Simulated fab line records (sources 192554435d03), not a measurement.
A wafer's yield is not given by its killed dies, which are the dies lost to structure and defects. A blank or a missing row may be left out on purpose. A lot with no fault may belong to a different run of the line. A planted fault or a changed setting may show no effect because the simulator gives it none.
Matching of chambers    flow n5-finfet    N5_BEOL_M0_SAQP_PECVD_96 on pecvd-02 has 3 sister chambers
The step deposits a-Si from SiH4/He, target thk 45 nm, time 45.2 s. 6 wafers are shown with their chamber, then 8 later ones without.

== WAFERS WITH THEIR CHAMBER ==
wafer   chamber  throttle-valve-pct (%)  showerhead-plenum-p-Torr (Torr)
L083.1  2        16.5                    5.65
L083.3  1        18.0                    5.74
L084.2  2        16.4                    5.64
L084.5  1        17.9                    5.75
L084.6  0        18.8                    5.63
L091.3  0        18.7                    5.64

== WAFERS WITHOUT THEIR CHAMBER ==
wafer   throttle-valve-pct (%)  showerhead-plenum-p-Torr (Torr)
L091.4  16.6                    5.63
L091.6  19.2                    5.64
L094.2  18.9                    5.63
L094.3  16.5                    5.64
L094.4  16.5                    5.63
L097.1  17.6                    5.75
L097.3  19.2                    5.64
L097.5  16.6                    5.64

== EACH ONE'S CHAMBER ==
wafer   from the rows above  in truth
L091.4  2                    2
L091.6  0                    0
L094.2  0                    0
L094.3  2                    2
L094.4  2                    2
L097.1  1                    1
L097.3  0                    0
L097.5  2                    2
Placed correctly: 8 of 8. From these rows, 0 cannot be placed. 0 placed wrongly.
How it was worked out, from the rows above alone: a wafer's distance from a chamber is the root of the sum, over the readings, of the square of ((its reading less the chamber's mean) divided by the reading's scatter). If the next closest chamber is less than 2 further off than the closest, the wafer can't be placed; otherwise it belongs to the closest. The mean given for a chamber averages the wafers shown for that chamber. The scatter is the square root of a quotient: the sum, over the shown wafers, of each reading's squared deviation from its chamber's mean, divided by wafers minus chambers.
